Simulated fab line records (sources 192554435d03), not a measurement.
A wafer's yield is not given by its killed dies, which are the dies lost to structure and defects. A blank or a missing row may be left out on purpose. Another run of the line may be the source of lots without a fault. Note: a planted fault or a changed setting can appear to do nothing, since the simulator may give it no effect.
Chamber matching | flow n5-finfet | N5_HKMG_FIN_DESCUM_53 on rie-diel-05 has 4 sister chambers
The step chemistry O2, time 7.9 s. 8 wafers are shown with their chamber, then 9 later ones without.

== EACH WAFER AND ITS CHAMBER ==
wafer  | chamber | showerhead-plenum-p-Torr (Torr) | drypump-motor-current-A (A)
L080.4 | 0       | 2.11                            | 5.4
L081.2 | 1       | 2.06                            | 6.2
L084.1 | 0       | 2.11                            | 5.3
L084.3 | 3       | 2.06                            | 5.5
L084.4 | 3       | 2.06                            | 5.5
L085.1 | 2       | 2.18                            | 5.7
L085.4 | 2       | 2.18                            | 5.6
L085.6 | 1       | 2.05                            | 6.2

== WAFERS WITH NO CHAMBER GIVEN ==
wafer  | showerhead-plenum-p-Torr (Torr) | drypump-motor-current-A (A)
L089.2 | 2.18                            | 5.6
L089.3 | 2.10                            | 5.4
L089.5 | 2.05                            | 6.2
L091.2 | 2.06                            | 5.5
L091.5 | 2.10                            | 5.3
L091.6 | 2.06                            | 5.5
L096.2 | 2.05                            | 5.6
L096.5 | 2.05                            | 5.6
L096.6 | 2.17                            | 5.6

== CHAMBER TAKEN BY EACH ==
wafer  | from the rows above | in truth
L089.2 | 2                   | 2
L089.3 | 0                   | 0
L089.5 | 1                   | 1
L091.2 | 3                   | 3
L091.5 | 0                   | 0
L091.6 | 3                   | 3
L096.2 | 3                   | 3
L096.5 | 3                   | 3
L096.6 | 2                   | 2
Placed correctly: 9 of 9. Left unplaced by these rows: 0. Number placed wrongly: 0.
How it was worked out, from the rows above alone: a wafer's distance from a chamber is the root of the sum, over the readings, of the square of ((its reading less the chamber's mean) divided by the reading's scatter). The wafer belongs to the nearest chamber; if the next one is less than 2 further off, it can't be placed. Each chamber's mean is taken over the wafers shown for it. The scatter: take each reading less its chamber's mean, square it, sum over the shown wafers, divide by the number of wafers less the number of chambers, and take the root.
